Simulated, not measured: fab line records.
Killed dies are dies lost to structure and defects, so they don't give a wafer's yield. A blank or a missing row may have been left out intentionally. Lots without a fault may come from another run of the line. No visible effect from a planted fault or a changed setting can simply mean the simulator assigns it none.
2 desks looking at one fault -- flow n5Finfet -- every desk sees just its own numbers, and what lay behind them comes last

FOR THE TOOL OWNER'S DESK: rieDiel-05
The tool's own readings at N5_BEOL_M9_ETCH_62 (etches SOC in N2/H2, target depth 110 nm, overetch 22 nm, time 165 s): means of the sampled wafers that have a number, for each lot that ran on this tool. If a lot's mean is further than 4 standard deviations from the usual mean, the lot is out of limits and carries the mark OUT (the distance appears in the brackets).
Columns: A = drypumpMotorCurrentA at N5_BEOL_M9_ETCH_62, usual 5.5 A; B = oesProductAu at N5_BEOL_M9_ETCH_62, usual 0.66 a.u.; C = rfFwdPowerW at N5_BEOL_M9_ETCH_62, usual 837.5 W; D = rfVppV at N5_BEOL_M9_ETCH_62, usual 523.9 V; E = showerheadPlenumPTorr at N5_BEOL_M9_ETCH_62, usual 2.54 Torr; F = throttleValvePct at N5_BEOL_M9_ETCH_62, usual 17.79 %
lot,first seen here,A,B,C,D,E,F
L241,day 10 02:41,5.6,0.61,836.8,521.9,2.49,17.98
L244,day 10 14:50,5.7,0.60,836.1,522.5,2.52,17.98
L248,day 12 03:25,6.1,0.67,836.2,521.1,2.44,18.00
L252,day 12 23:46,5.6,0.67,1039.6 (+78) OUT,488.0 (-15) OUT,2.51,17.87
L254,day 13 07:42,5.3,0.60,1040.6 (+78) OUT,486.1 (-16) OUT,2.48,17.95
Finding of this desk: L252, L254 out of limits; the first was L252 at day 12 23:46, on rfFwdPowerW at N5_BEOL_M9_ETCH_62. L241, L244, L248: within limits.

FROM THE METROLOGY DESK
Lot by lot, what the gauges showed, no matter which tool ran the lot: averages of those sampled wafers that carry a number. If a lot's mean is further than 4 standard deviations from the usual mean, the lot is out of limits and carries the mark OUT (the distance appears in the brackets).
Columns: A = M9_ILD_THK at N5_BEOL_M9_THK_MEAS_01, usual 268 nm
lot,first seen here,A
L239,day 9 18:39,263
L241,day 10 00:20,269
L244,day 10 14:00,268
L247,day 11 11:25,271
L248,day 11 23:42,266
L250,day 12 11:57,270
L253,day 12 19:07,266
L252,day 12 22:05,268
L254,day 13 05:28,268
L262,day 15 09:19,268
L260,day 15 10:00,268
This desk's verdict: no lot among the 11 shows anything out of limits.

TAKEN TOGETHER
The tool owner's desk had the chance to raise an alarm at day 12 23:46 on L252, L254.
The metrology desk saw nothing out of limits.
The metrology desk has L252, L254 on record, within its limits.
Every lot named ran N5_BEOL_M9_ETCH_62 on rieDiel-05.

WHAT THE SIMULATOR PUT IN
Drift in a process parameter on rieDiel-05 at N5_BEOL_M9_ETCH_62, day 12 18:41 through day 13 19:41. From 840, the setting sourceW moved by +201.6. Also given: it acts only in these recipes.
Shown lots that were struck: L252, L254.
Time in hours from fault onset to the first out-of-limits reading at each desk: the tool owner's desk, 5.
